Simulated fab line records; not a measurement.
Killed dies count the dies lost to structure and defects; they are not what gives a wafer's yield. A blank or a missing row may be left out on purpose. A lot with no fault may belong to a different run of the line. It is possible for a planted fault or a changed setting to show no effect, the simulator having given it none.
Which of the tools did it? ; flow nandHarc ; 12 lots (36 wafers sampled), 1 step of a 1159-step route

WHAT EACH GAUGE READ, for each wafer
NHARC_A_CONTACT_OVL_MEAS_43.
lot;measured;on;overlayXNm (nm)
L077;day 16 12:08;overlay-01;-0.3 0.4 0.2
L076;day 16 19:41;overlay-02;0.2 -0.3 0.5
L079;day 17 20:28;overlay-01;-0.9 -1.0 -0.9
L080;day 18 08:29;overlay-02;-1.2 -0.9 -0.9
L083;day 18 16:55;overlay-02;-0.7 -0.4 -0.9
L085;day 19 05:09;overlay-01;1.4 1.8 1.3
L087;day 19 09:16;overlay-02;-0.4 -1.1 0.0
L091;day 20 05:47;overlay-02;0.1 -0.4 0.0
L090;day 20 13:05;overlay-01;-0.1 0.4 0.3
L093;day 20 20:01;overlay-02;-0.5 0.5 0.4
L095;day 22 01:01;overlay-01;0.4 0.7 0.7
L096;day 22 07:33;overlay-01;-0.5 0.0 -0.6

EACH LOT AND THE TOOL THAT RAN IT (in order: tool; ch and the chambers of the sampled wafers; start)
There is no process step in the record ahead of these readings.

THE ANSWER, worked out from the rows above alone
Rule: what is usual is taken from the lots themselves. Put in order of their means at a reading, lots are off if they are a third of the lots or fewer, leave a main group of 4 or more, and stand apart from it by a gap of 3 or more times the standard deviation of the main group's means; of several such gaps the widest counts. A main group is skipped when, at the precision printed for the reading in the tables above, its means are all equal. Also off: a lot with no number at a reading for which 4 or more lots have one. Where the step has rows for the other lots, those lots are counted as sound.
No lot is off on any of the readings shown, so nothing can be concluded from this.

WHAT WAS PUT IN BY THE SIMULATOR
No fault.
